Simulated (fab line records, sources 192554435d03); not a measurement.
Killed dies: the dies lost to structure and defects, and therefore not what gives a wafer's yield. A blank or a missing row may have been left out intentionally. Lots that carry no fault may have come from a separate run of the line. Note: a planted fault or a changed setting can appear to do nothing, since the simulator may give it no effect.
Matching of chambers | flow n5 finfet | N5_BEOL_M2_STRIP_19 on rie diel-03: 4 sister chambers
The step strips in O2. 14 wafers are shown with their chamber, then 7 later ones without.

WAFERS PAIRED WITH THEIR CHAMBERS
wafer  | chamber | drypump motor current A (A) | throttle valve pct (%) | oes product au (a.u.)
L074.1 | 2       | 5.5                         | 17.13                  | 0.70
L074.4 | 2       | 5.4                         | 17.13                  | 0.70
L074.5 | 0       | 5.7                         | 16.79                  | 0.88
L075.2 | 0       | 5.7                         | 16.81                  | 0.88
L075.3 | 3       | 6.3                         | 16.52                  | 0.83
L075.6 | 0       | 5.7                         | 16.78                  | 0.87
L076.2 | 2       | 5.5                         | 17.13                  | 0.70
L076.4 | 3       | 6.3                         | 16.52                  | 0.83
L076.6 | 0       | 5.7                         | 16.79                  | 0.87
L078.2 | 2       | 5.5                         | 17.16                  | 0.69
L078.3 | 1       | 6.5                         | 16.73                  | 0.95
L078.4 | 3       | 6.3                         | 16.54                  | 0.82
L090.2 | 2       | 5.5                         | 17.20                  | 0.68
L090.3 | 3       | 6.3                         | 16.57                  | 0.80

SIGNATURES (means of the wafers above)
reading                 | chamber 0 | chamber 1 | chamber 2 | chamber 3 | scatter within a chamber
drypump motor current A | 5.700     | 6.500     | 5.480     | 6.300     | 0.0283
throttle valve pct      | 16.7925   | 16.7300   | 17.1500   | 16.5375   | 0.0244
oes product au          | 0.8750    | 0.9500    | 0.6940    | 0.8200    | 0.0101
Rule: distance of a wafer from a chamber = root of the sum over the readings of ((wafer's reading minus chamber's mean) / reading's scatter) squared. The wafer belongs to the nearest chamber; if the next one is less than 2 further off, it can't be placed. The scatter is the square root of a quotient: the sum, over the shown wafers, of each reading's squared deviation from its chamber's mean, divided by wafers minus chambers.

WAFERS WHOSE CHAMBER IS MISSING
wafer  | drypump motor current A (A) | throttle valve pct (%) | oes product au (a.u.)
L090.4 | 5.7                         | 16.85                  | 0.82
L094.2 | 6.5                         | 16.80                  | 0.88
L094.3 | 6.3                         | 16.60                  | 0.79
L094.4 | 5.7                         | 16.87                  | 0.82
L095.1 | 6.5                         | 16.80                  | 0.88
L095.3 | 6.3                         | 16.61                  | 0.77
L095.5 | 5.7                         | 16.88                  | 0.81

CHAMBER TAKEN BY EACH
wafer  | from the rows above | in truth
L090.4 | 0                   | 0
L094.2 | 1                   | 1
L094.3 | 3                   | 3
L094.4 | 0                   | 0
L095.1 | 1                   | 1
L095.3 | 3                   | 3
L095.5 | 0                   | 0
Correct placement for 7 of the 7. From these rows, 0 cannot be placed. Wrongly placed: 0.
